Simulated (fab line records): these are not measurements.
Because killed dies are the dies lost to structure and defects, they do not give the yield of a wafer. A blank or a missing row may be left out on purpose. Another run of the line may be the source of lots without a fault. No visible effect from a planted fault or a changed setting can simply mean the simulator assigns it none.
A lot that was struck, set against a sound lot / flow nand harc / 17 out of 1302 route steps
Sound: the wafers L315.3, L315.4, L315.6. Struck: wafer L332.4 (L332.1, L332.2, from the same lot, were not struck and are left out); the cause is given at the end.
Per side, at each step with rows, come the tool, then ch with its chambers, and then its first start. Under that, the readings that differ: sound wafers / struck wafers / difference of the means / sigmas: that difference in standard deviations of wafers without a fault.
alike: same words and numbers on both sides, and readings whose means sit less than 2 such deviations apart. not compared: any withheld reading, any reading some wafer has no value for, any bound like >300 that may hide the same value, and any number with overlapping values for which the record gives no deviation.
A row with sigmas, a row that says differs or no value, or rows on one side alone: a step with any of these is where the two part. Numbers that have no deviation but don't overlap get no sigmas and don't part them. Lack of a reading on every wafer of one side parts them only where that side has two or more wafers.

NHARC_A_M0_OVL_MEAS_10: pitch 160 nm.
  struck on overlay-02, day 30 01:37; sound on overlay-02, day 23 05:02
reading=overlay y nm (nm); sound=-0.5 -0.6 -0.4; struck=1.6; difference=+2.1; sigmas=+2
  alike: overlay x nm
NHARC_A_M0_INSPECT_11:
  struck on defect inspect-01, day 30 01:39; sound on defect inspect-01, day 23 05:04
reading=raw defect count; sound=69 67 65; struck=153; difference=+86; sigmas=+3
then, 1 step without rows for these wafers: NHARC_A_M0_DESCUM_14 (chemistry O2, time 3 s).
NHARC_A_M0_ETCH_34: etches the open film in N2/H2, target depth 40 nm, overetch 12 nm, time 43.94 s.
  sound on rie diel-01 ch 1,3, day 23 05:13; struck on rie diel-11 ch 1, day 30 01:47
  alike: drypump motor current A, oes product au, rf vpp V, showerhead plenum p Torr, throttle valve pct
  not compared: rf hours counter h
NHARC_A_M0_ETCH_15: etches the open film in C4F8/Ar, target depth 150 nm, overetch 15 nm, time 82.5 s.
  sound: rie diel-01 ch 0,1,3; struck: rie diel-11 ch 3
  alike: oes product au, rf vpp V
  not compared: rf hours counter h
NHARC_A_M0_CD_MEAS_16:
  struck on cd sem-03, day 30 02:01; sound on cd sem-03, day 23 05:26
  alike: cd nm
NHARC_A_M0_STRIP_18: strips in N2/H2.
  sound on rie diel-02 ch 0,1,2, day 23 05:30; struck on rie diel-01 ch 1, day 30 02:05
reading=drypump motor current A (A); sound=5.3 5.7 5.7; struck=6.4; difference=+0.8; sigmas=+2
  alike: oes product au, rf vpp V, showerhead plenum p Torr, throttle valve pct
  not compared: rf hours counter h
then, 2 steps without rows for these wafers: NHARC_A_M0_STRIP_19 (strips in post etch residue remover, time 600 s); NHARC_A_M0_DEGAS_28 (time 60 s).
NHARC_A_M0_PRE_CLEAN_29: time 30 s.
  sound on pvd sputter-01; struck on pvd sputter-01
  alike: heater power w
then, 1 step without rows for these wafers: NHARC_A_M0_PVD_20 (deposits TaN, target thk 5 nm, time 8.06 s).
NHARC_A_M0_PVD_21: deposits Cu, target thk 30 nm, time 20.49 s.
  sound on pvd sputter-01; struck on pvd sputter-01
  alike: throttle valve pct
NHARC_A_M0_ECD_22: material Cu, target thk 400 nm.
  sound on ecd cu-02 ch 0,1, day 23 06:31; struck on ecd cu-02 ch 0,1, day 30 02:59
then, 1 step without rows for these wafers: NHARC_A_M0_ANNEAL_30 (time 90 s).
NHARC_A_M0_CMP_23: polishes, t overpolish 20 s, target thk 113.75 nm.
  sound on cmp-04 ch 1,2, day 23 07:08; struck on cmp-03 ch 2, day 30 03:43
reading=time to endpoint s (s); sound=30 33 27; struck=17; difference=-13; sigmas=-4
  alike: motor current A
NHARC_A_M0_THK_MEAS_24: measures by xrf.
  struck on film metro-02, day 30 04:02; sound on film metro-02, day 23 07:26
  alike: thk nm
NHARC_END_SORT_01:
  the record has rows for the struck wafers here (prober-01 ch 0, day 31 18:28) and none for the sound ones

## WHERE THEY PART
First at NHARC_A_M0_OVL_MEAS_10; last, within this record, at NHARC_END_SORT_01.

WHY: what had been put in by the simulator
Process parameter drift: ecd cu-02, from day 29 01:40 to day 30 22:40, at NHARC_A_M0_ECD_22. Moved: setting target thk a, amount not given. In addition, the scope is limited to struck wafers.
